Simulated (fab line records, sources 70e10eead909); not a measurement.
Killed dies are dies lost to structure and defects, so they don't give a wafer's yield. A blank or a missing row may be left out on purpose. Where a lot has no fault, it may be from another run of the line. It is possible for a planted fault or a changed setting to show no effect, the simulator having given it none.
Matching of chambers + flow nand_harc + NHARC_A_BONDPAD_ETCH_34 on rie_diel-02: 4 sister chambers
The step etches the open film in N2/H2, target depth 60 nm, overetch 18 nm, time 65.91 s. 8 wafers are shown with their chamber, then 8 later ones without.

EACH WAFER AND ITS CHAMBER
| wafer  | chamber | rf_vpp_V (V) | h2_flow_sccm (sccm) |
|--------|---------|--------------|---------------------|
| L742.6 | 2       | 428.5        | 150.6               |
| L744.1 | 3       | 431.1        | 151.0               |
| L744.2 | 0       | 430.8        | 149.9               |
| L744.5 | 3       | 430.0        | 150.2               |
| L746.1 | 1       | 432.0        | 150.4               |
| L746.4 | 0       | 429.8        | 149.0               |
| L746.5 | 2       | 425.8        | 150.0               |
| L750.2 | 1       | 432.5        | 150.4               |

WAFERS WITH NO CHAMBER GIVEN
| wafer  | rf_vpp_V (V) | h2_flow_sccm (sccm) |
|--------|--------------|---------------------|
| L750.5 | 430.8        | 149.9               |
| L750.6 | 432.7        | 150.8               |
| L751.1 | 432.5        | 150.4               |
| L751.2 | 433.7        | 150.4               |
| L751.6 | 427.8        | 150.2               |
| L753.1 | 428.6        | 149.8               |
| L753.3 | 429.5        | 149.3               |
| L753.4 | 430.3        | 149.8               |

EACH ONE'S CHAMBER
| wafer  | from the rows above               | in truth                   |
|--------|-----------------------------------|----------------------------|
| L750.5 | can't be placed: 0 or 3 or 1      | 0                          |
| L750.6 | can't be placed: 1 or 3           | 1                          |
| L751.1 | can't be placed: 1 or 3           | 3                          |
| L751.2 | can't be placed: 1 or 3           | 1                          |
| L751.6 | 2                                 | 2                          |
| L753.1 | can't be placed: 2 or 0 or 3 or 1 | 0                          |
| L753.3 | 0                                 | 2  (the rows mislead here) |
| L753.4 | can't be placed: 0 or 3 or 1      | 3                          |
Correctly placed: 1 of 8. Cannot be placed on the basis of these rows: 6; the candidates contain the true chamber in 6. Number placed wrongly: 1.
How it was worked out, from the rows above alone: a wafer's distance from a chamber is the root of the sum, over the readings, of the square of ((its reading less the chamber's mean) divided by the reading's scatter). The wafer belongs to the nearest chamber; if the next one is less than 2 further off, it can't be placed. Each chamber's mean is taken over the wafers shown for it. How the scatter is found: for the shown wafers, subtract from each reading the mean of its chamber, square and add these, divide the total by (wafers less chambers), then take the root.
